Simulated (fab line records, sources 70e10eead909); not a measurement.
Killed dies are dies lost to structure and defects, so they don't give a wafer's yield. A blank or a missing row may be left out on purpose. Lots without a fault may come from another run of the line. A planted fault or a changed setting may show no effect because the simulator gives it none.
Chamber matching | flow nand_harc | NHARC_A_DECK1_JOINT_DEP_16 on pecvd-03: 3 sister chambers
The step deposits SiO2, target thk 45 nm. 16 wafers are shown with their chamber, then 8 later ones without.

WAFERS WITH THEIR CHAMBER
wafer  | chamber | showerhead_vpp_V (V) | heater_power_w (W) | throttle_valve_pct (%)
L078.2 | 1       | 1948                 | 663                | 15.5
L078.3 | 0       | 1721                 | 449                | 16.0
L078.5 | 2       | 1838                 | 561                | 16.7
L080.1 | 0       | 1715                 | 466                | 15.9
L080.2 | 1       | 1916                 | 705                | 15.6
L080.5 | 2       | 1828                 | 564                | 16.4
L082.1 | 2       | 1808                 | 520                | 16.3
L082.4 | 2       | 1820                 | 526                | 16.7
L082.6 | 1       | 1946                 | 666                | 15.5
L083.2 | 1       | 1891                 | 594                | 15.7
L083.3 | 0       | 1692                 | 464                | 15.7
L083.6 | 2       | 1812                 | 575                | 16.8
L089.1 | 2       | 1793                 | 477                | 16.1
L089.3 | 0       | 1694                 | 369                | 15.5
L089.4 | 0       | 1727                 | 359                | 15.3
L090.4 | 2       | 1821                 | 550                | 16.4

SIGNATURES (means of the wafers above)
reading            | chamber 0 | chamber 1 | chamber 2 | scatter within a chamber
showerhead_vpp_V   | 1709.80   | 1925.25   | 1817.14   | 18.6
heater_power_w     | 421.40    | 657.00    | 539.00    | 43.4
throttle_valve_pct | 15.680    | 15.575    | 16.486    | 0.239
Rule: a wafer's distance from a chamber is the root of the sum, over the readings, of the square of ((its reading less the chamber's mean) divided by the reading's scatter). The wafer belongs to the nearest chamber; if the next one is less than 2 further off, it can't be placed. The scatter: the root of (the sum of the squares of (reading less its chamber's mean) over the shown wafers, divided by (wafers less chambers)).

WAFERS WITHOUT THEIR CHAMBER
wafer  | showerhead_vpp_V (V) | heater_power_w (W) | throttle_valve_pct (%)
L090.5 | 1738                 | 367                | 15.2
L090.6 | 1921                 | 591                | 15.7
L093.1 | 1689                 | 451                | 15.6
L093.5 | 1737                 | 472                | 15.7
L093.6 | 1936                 | 554                | 16.0
L097.1 | 1792                 | 471                | 16.8
L097.2 | 1943                 | 683                | 15.9
L097.6 | 1810                 | 465                | 16.5

WHICH CHAMBER EACH WENT THROUGH
wafer  | from the rows above | in truth
L090.5 | 0                   | 0
L090.6 | 1                   | 1
L093.1 | 0                   | 0
L093.5 | 0                   | 0
L093.6 | 1                   | 1
L097.1 | 2                   | 2
L097.2 | 1                   | 1
L097.6 | 2                   | 2
Placed correctly: 8 of 8. Can't be placed from these rows: 0. Placed wrongly: 0.
